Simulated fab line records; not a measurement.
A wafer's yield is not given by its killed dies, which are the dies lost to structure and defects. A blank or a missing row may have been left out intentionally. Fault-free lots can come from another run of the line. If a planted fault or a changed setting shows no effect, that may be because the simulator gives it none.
fab line records	flow nand_harc
record lots=14	wafers=42	last_day=33
route steps=1302 shown A_SLIT@935 A_WL_FILL@952
lots untouched by any fault: they come from a run of this same line in which no faults occurred
start_h: hours from the record's first day to the start of the lot's first wafer shown	wait_h: time in hours since the lot's previous step	" repeats the value in the row above	L1.1+2: several wafers, shown together as one row	- no value, or no start was given	* or withheld: withheld	< > ~ a bound
route shown NAME@n: NAME is a module with steps in the file, n the number in the route of the first one	usual: mean/standard deviation of fault-free wafers	same: alike in all rows	chamber/n: place in a boat	sites: each site's reading	_std_site: standard deviation across them	_edge_site: mean of outer sites minus mean of inner sites	radius_mm: for every site, how far away it sits from the centre of the wafer	mask NAME#n: copy n	behind: the most recent tool/chamber to have shaped the wafer	hold: why the lot was held/for how many hours/how that ended	device: the n, p or np transistor that did not switch	end of line: the same wafers' tests at the end of the route	a step given without rows: its recipe and nothing more	killed: dies lost to structure and defects at the first sort, not the wafer's yield	map: per-die view of a wafer (x killed, . not killed, _ where there is no die)
set.NAME: setting as actually run; set.NAME@STEP: the setting as run at that earlier step	model.NAME: the simulator's own value behind a step, which no gauge read
a sample of lots followed through the steps of the route, with each step as a table and each wafer as a row
services: from which hour (start_h, from the record's first day; less than 0 if before it) a tool's chamber was out of use, for how many hours, and why
## steps
# step NHARC_A_SLIT_INSPECT_11
# usual raw_defect_count=53/29
lot.wafer	tool	chamber	start_h	wait_h	raw_defect_count
L256.3	defect_inspect-02	-	442.34	0.0	58
L256.4	"	-	"	"	67
L256.5	"	-	"	"	71
L257.1	defect_inspect-02	-	468.70	0.0	135
L257.2	"	-	"	"	112
L257.5	"	-	"	"	117
L258.2	defect_inspect-02	-	469.62	0.0	26
L258.5	"	-	"	"	22
L258.6	"	-	"	"	14
L259.1	defect_inspect-01	-	478.64	0.0	66
L259.4	"	-	"	"	77
L259.5	"	-	"	"	64
L261.4	defect_inspect-02	-	508.10	0.0	61
L261.5	"	-	"	"	54
L261.6	"	-	"	"	69
L267.2	defect_inspect-01	-	561.17	0.0	90
L267.3	"	-	"	"	84
L267.6	"	-	"	"	97
L268.1	defect_inspect-02	-	563.83	0.0	13
L268.4	"	-	"	"	7
L268.6	"	-	"	"	11
L271.1	defect_inspect-02	-	600.99	0.0	50
L271.2	"	-	"	"	44
L271.4	"	-	"	"	45
L272.3	defect_inspect-02	-	602.64	0.0	27
L272.4	"	-	"	"	21
L272.5	"	-	"	"	17
L274.1	defect_inspect-02	-	638.33	0.0	87
L274.2	"	-	"	"	75
L274.3	"	-	"	"	59
L273.1	defect_inspect-01	-	638.50	0.0	63
L273.4	"	-	"	"	61
L273.5	"	-	"	"	57
L276.3	defect_inspect-01	-	654.38	0.0	53
L276.5	"	-	"	"	69
L276.6	"	-	"	"	71
L277.2	defect_inspect-01	-	672.02	0.0	11
L277.4	"	-	"	"	11
L277.6	"	-	"	"	17
L278.1	defect_inspect-01	-	683.92	0.0	7
L278.2	"	-	"	"	5
L278.5	"	-	"	"	8
# step NHARC_A_SLIT_ETCH_29
# recipe target_depth_a=1000	overetch_a=100	time_s=55	ion_energy_ev=100	cf4_flow_sccm=80	o2_flow_sccm=20	ar_flow_sccm=0	rf_w=300	bias_w=100	chemistry=CF4/O2
# usual drypump_motor_current_A=5.6/0.39	oes_product_au=0.997/0.0094	rf_vpp_V=197.7/1.3	run_length_s=76.2/0.45	showerhead_plenum_p_Torr=1.34/0.052	throttle_valve_pct=13.395/0.0096
lot.wafer	tool	chamber	start_h	wait_h	drypump_motor_current_A	oes_product_au	rf_hours_counter_h	rf_vpp_V	run_length_s	showerhead_plenum_p_Torr	throttle_valve_pct
L256.4	rie_diel-02	0	448.42	0.1	5.5	0.998	3.7	195.6	75.4	1.27	13.390
L256.3	"	3	"	"	5.2	0.985	3.6	197.4	76.4	1.37	13.378
L256.5	"	0	"	"	5.5	0.994	-	196.4	75.9	1.27	13.404
L257.1	rie_diel-03	1	474.47	0.1	6.1	0.991	1.0	194.1	76.6	1.27	13.410
L257.2	"	2	"	"	6.3	1.003	0.6	198.2	76.4	1.35	13.396
L257.5	"	0	"	"	5.2	0.989	-	199.5	77.0	1.40	13.403
L258.2	rie_diel-03	3	478.12	0.1	5.3	1.002	0.8	199.1	75.9	1.35	13.407
L258.5	"	1	"	"	6.1	0.996	-	197.3	76.5	1.27	13.390
L258.6	"	2	"	"	6.3	0.998	-	197.3	76.0	1.35	13.392
L259.1	rie_diel-05	2	485.00	0.1	5.6	1.000	5.8	196.0	75.8	1.29	13.378
L259.4	"	1	"	"	5.5	0.984	6.6	199.5	76.0	1.39	13.412
L259.5	"	2	"	"	5.6	0.984	-	198.7	76.1	1.29	13.401
L261.4	rie_diel-02	0	513.98	0.1	5.5	1.008	5.7	196.0	75.6	1.27	13.405
L261.5	"	1	"	"	5.7	0.998	-	198.7	76.3	1.38	13.392
L261.6	"	2	"	"	5.3	1.008	-	195.4	75.9	1.27	13.401
L267.2	rie_diel-03	2	566.99	0.1	6.3	1.001	5.3	198.7	76.3	1.35	13.403
L267.3	"	0	"	"	5.2	0.971	4.8	198.8	76.6	1.40	13.391
L267.6	"	2	"	"	6.3	0.993	-	197.4	67.0	1.35	13.389
L268.4	rie_diel-03	1	570.82	0.1	6.1	0.997	6.0	195.4	67.7	1.27	13.372
L268.1	"	2	"	"	6.3	1.002	5.4	197.3	76.3	1.35	13.398
L268.6	"	1	"	"	6.0	0.988	-	196.8	67.4	1.27	13.399
L271.2	rie_diel-05	2	606.91	0.1	5.6	1.000	1.3	196.8	76.4	1.29	13.411
L271.1	"	3	"	"	6.2	1.002	1.5	198.2	76.2	1.37	13.405
L271.4	"	2	"	"	5.6	1.000	-	196.1	75.6	1.29	13.407
L272.4	rie_diel-02	0	609.73	0.1	5.5	1.011	1.5	195.0	75.2	1.27	13.395
L272.3	"	1	"	"	5.7	0.996	1.4	199.7	76.3	1.37	13.396
L272.5	"	3	"	"	5.2	0.982	-	198.3	76.9	1.37	13.388
L274.2	rie_diel-02	3	647.61	0.1	5.2	0.999	2.5	198.1	76.6	1.37	13.395
L274.3	"	0	"	"	5.5	0.994	3.2	198.2	75.2	1.27	13.391
L274.1	"	1	"	"	5.6	1.000	3.0	199.0	76.6	1.37	13.398
L273.1	rie_diel-03	3	648.25	0.1	5.3	0.994	0.0	197.3	76.4	1.35	13.398
L273.4	"	1	"	"	6.0	0.998	0.1	195.1	76.5	1.27	13.385
L273.5	"	2	"	"	6.3	0.993	-	197.8	76.3	1.35	13.412
L276.3	rie_diel-02	0	660.23	0.1	5.5	0.986	4.8	195.0	75.7	1.26	13.413
L276.6	"	0	"	"	5.5	0.991	-	196.2	75.4	1.26	13.416
L276.5	"	1	"	"	5.7	0.999	-	197.5	76.6	1.37	13.395
L277.4	rie_diel-05	0	677.80	0.1	5.2	1.008	4.6	199.1	76.7	1.41	13.407
L277.2	"	1	"	"	5.4	1.002	4.9	198.3	75.8	1.38	13.397
L277.6	"	3	"	"	6.2	1.017	-	197.6	76.3	1.37	13.390
L278.2	rie_diel-05	3	689.83	0.1	6.2	0.975	6.0	198.1	76.3	1.37	13.390
L278.1	"	0	"	"	5.2	0.987	5.7	198.8	76.5	1.41	13.392
L278.5	"	0	"	"	5.2	0.989	-	199.8	76.5	1.41	13.380
# step NHARC_A_SLIT_CD_MEAS_21
# usual cd_nm=289.3/0.9
lot.wafer	tool	chamber	start_h	wait_h	cd_nm
L256.3	cd_sem-02	-	448.96	-	289.6
L256.4	"	-	"	"	291.2
L256.5	"	-	"	"	290.0
L257.1	cd_sem-03	-	475.00	-	288.2
L257.2	"	-	"	"	288.6
L257.5	"	-	"	"	288.0
L258.2	cd_sem-03	-	478.64	-	290.3
L258.5	"	-	"	"	288.9
L258.6	"	-	"	"	290.0
L259.1	cd_sem-01	-	485.55	-	287.7
L259.4	"	-	"	"	288.3
L259.5	"	-	"	"	287.6
L261.4	cd_sem-03	-	514.51	-	288.9
L261.5	"	-	"	"	288.7
L261.6	"	-	"	"	289.2
L267.2	cd_sem-01	-	567.53	-	289.2
L267.3	"	-	"	"	288.4
L267.6	"	-	"	"	288.7
L268.1	cd_sem-01	-	571.36	-	290.3
L268.4	"	-	"	"	289.3
L268.6	"	-	"	"	290.1
L271.1	cd_sem-02	-	607.50	-	290.6
L271.2	"	-	"	"	289.1
L271.4	"	-	"	"	290.0
L272.3	cd_sem-03	-	610.25	-	288.8
L272.4	"	-	"	"	289.6
L272.5	"	-	"	"	289.1
L274.1	cd_sem-01	-	648.14	-	289.5
L274.2	"	-	"	"	290.1
L274.3	"	-	"	"	290.5
L273.1	cd_sem-02	-	648.78	-	288.1
L273.4	"	-	"	"	287.5
L273.5	"	-	"	"	288.7
L276.3	cd_sem-03	-	660.77	-	290.2
L276.5	"	-	"	"	289.2
L276.6	"	-	"	"	291.2
L277.2	cd_sem-03	-	678.33	-	290.4
L277.4	"	-	"	"	289.4
L277.6	"	-	"	"	291.0
L278.1	cd_sem-03	-	690.42	-	291.0
L278.2	"	-	"	"	289.9
L278.5	"	-	"	"	289.5
# step NHARC_A_WL_FILL_ALD_00
# recipe target_thk_a=30	pulse_time_s=3	ald_cycles=30	temp_c=300	material=Al2O3
# usual heater_power_w=483/35	precursor_pulse_height_rel=0.998/0.021
lot.wafer	tool	chamber	start_h	wait_h	heater_power_w	precursor_pulse_height_rel
L256.4	ald_hk-04	1	457.83	2.3	438	1.005
L256.3	"	2	"	"	414	0.968
L256.5	"	1	"	"	435	0.974
L257.2	ald_hk-02	0	481.73	0.1	492	1.004
L257.1	"	3	"	"	461	1.001
L257.5	"	0	"	"	500	0.994
L258.2	ald_hk-02	1	485.28	0.1	480	0.999
L258.5	"	1	"	"	482	0.992
L258.6	"	2	"	"	470	0.983
L259.4	ald_hk-01	0	492.24	0.1	452	1.013
L259.1	"	2	"	"	498	0.973
L259.5	"	0	"	"	461	0.998
L261.4	ald_hk-01	2	527.89	1.8	484	0.989
L261.6	"	2	"	"	470	1.001
L261.5	"	3	"	"	520	1.007
L267.3	ald_hk-04	1	573.17	0.1	438	0.999
L267.2	"	3	"	"	424	0.986
L268.1	ald_hk-02	0	578.02	0.1	496	1.006
L271.1	ald_hk-02	1	614.15	0.1	482	0.992
L271.2	"	2	"	"	481	0.996
L271.4	"	3	"	"	467	0.963
L272.4	ald_hk-01	3	617.07	0.1	533	0.990
L272.3	"	1	"	"	537	1.013
L272.5	"	2	"	"	476	0.976
L274.2	ald_hk-02	1	654.76	0.1	510	1.035
L274.3	"	2	"	"	486	0.952
L274.1	"	3	"	"	485	0.982
L273.4	ald_hk-02	3	654.99	0.3	470	0.990
L273.1	"	0	"	"	501	0.986
L273.5	"	2	"	"	490	1.013
L276.3	ald_hk-02	0	667.52	0.1	502	0.989
L276.6	"	3	"	"	482	0.974
L276.5	"	0	"	"	480	0.975
L277.4	ald_hk-02	2	685.07	0.1	489	1.020
L277.2	"	3	"	"	465	1.017
L277.6	"	1	"	"	503	0.980
L278.1	ald_hk-04	2	697.65	0.1	408	0.980
L278.2	"	0	"	"	548	1.021
L278.5	"	3	"	"	424	1.014
## services
tool	chamber	start_h	hours	kind
rie_diel-02	2	431.89	5.2	repair
ald_hk-04	-	432.00	10.0	pm
rie_diel-05	3	437.11	14.2	repair
ald_hk-01	-	443.82	2.5	repair
rie_diel-03	-	458.30	9.0	pm
ald_hk-01	-	480.94	10.0	pm
rie_diel-03	1	490.82	4.0	repair
rie_diel-03	0	493.46	19.7	repair
rie_diel-02	0	499.35	2.9	repair
ald_hk-02	-	526.00	10.0	pm
ald_hk-02	0	526.00	10.0	vent_cycle
ald_hk-02	1	526.00	10.0	vent_cycle
ald_hk-01	-	570.61	1.4	repair
rie_diel-02	-	570.70	9.0	pm
rie_diel-05	-	583.71	9.0	pm
rie_diel-05	1	604.97	10.2	repair
ald_hk-04	-	610.00	10.0	pm
rie_diel-02	1	630.97	1.3	repair
rie_diel-03	-	635.30	9.0	pm
rie_diel-05	0	642.62	6.6	repair
ald_hk-01	-	658.94	10.0	pm
rie_diel-02	3	677.01	5.1	repair
rie_diel-03	0	680.95	10.2	repair
rie_diel-05	1	689.68	5.4	repair
## key
first_sign step=NHARC_A_SLIT_ETCH_29	reading=run_length_s	direction=down	sigmas=20	usual=*	struck=*
effect none on later readings
met_at NHARC_A_SLIT_ETCH_29
struck_lots L267,L268
struck_wafers L267.6,L268.4,L268.6
later_rows_left_out L267.6,L268.4,L268.6
sort_left_out L267.6,L268.4,L268.6
tester_left_out L267,L268
not_acting_at NHARC_A_SLIT_INSPECT_11,NHARC_A_SLIT_CD_MEAS_21,NHARC_A_WL_FILL_ALD_00
onset_between 478.12 566.99
fault kind=process_parameter_drift	tool=rie_diel-03	chamber=-	onset_h=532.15	steps=NHARC_A_SLIT_ETCH_29	channel=time_s	offset=*	shape=step	end_h=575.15	scope=struck_wafers_only	acts_in=*	stated=*
# tester_left_out: of these lots the tester's yield and bins aren't shown, on N5 and GAA mostly nor the transistor test; their killed dies are dies lost to structure and defects alone, not to doping, threshold or leakage, so they don't give the yield
# sort_left_out: the simulated sort isn't trusted on such a fault, so these wafers' sort isn't shown, and their yield isn't known
# later_rows_left_out: the simulator's readings of these wafers behind a module that went badly wrong aren't trusted and aren't shown, but for the sort
